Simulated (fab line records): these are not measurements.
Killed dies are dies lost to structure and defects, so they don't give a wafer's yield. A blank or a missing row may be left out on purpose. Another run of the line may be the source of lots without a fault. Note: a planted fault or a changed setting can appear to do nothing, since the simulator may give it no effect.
Chamber matching	flow nand harc	NHARC_A_M1_CMP_23 on cmp-02: 4 sister chambers
The step polishes, t overpolish 20 s, target thk 154.34 nm. 8 wafers are shown with their chamber, then 8 later ones without.

WAFERS, EACH WITH ITS CHAMBER
wafer	chamber	motor current A (A)	time to endpoint s (s)
L080.5	2	13.0	29.0
L086.1	0	10.7	31.1
L086.3	2	13.1	29.9
L086.4	1	11.7	31.9
L087.1	1	11.4	33.3
L087.2	0	10.3	31.0
L087.5	3	13.7	28.4
L090.1	3	12.9	27.5

WAFERS WITH NO CHAMBER GIVEN
wafer	motor current A (A)	time to endpoint s (s)
L090.3	13.2	32.1
L090.5	11.8	33.1
L091.1	12.4	29.0
L091.5	11.1	27.8
L091.6	11.7	30.4
L092.1	10.7	29.9
L092.5	13.3	31.2
L092.6	13.0	27.5

EACH ONE'S CHAMBER
wafer	from the rows above	in truth
L090.3	can't be placed: 2 or 1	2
L090.5	1	1
L091.1	can't be placed: 2 or 3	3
L091.5	can't be placed: 0 or 2 or 3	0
L091.6	can't be placed: 1 or 0 or 2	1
L092.1	0	0
L092.5	2	2
L092.6	can't be placed: 3 or 2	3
3 of 8 placed correctly. From these rows, 5 cannot be placed; in 5 the true chamber is one of the candidates. Wrongly placed: 0.
How it was worked out, from the rows above alone: a wafer's distance from a chamber is the root of the sum, over the readings, of the square of ((its reading less the chamber's mean) divided by the reading's scatter). The wafer belongs to the nearest chamber; if the next one is less than 2 further off, it can't be placed. Each chamber's mean is taken over the wafers shown for it. How the scatter is found: for the shown wafers, subtract from each reading the mean of its chamber, square and add these, divide the total by (wafers less chambers), then take the root.
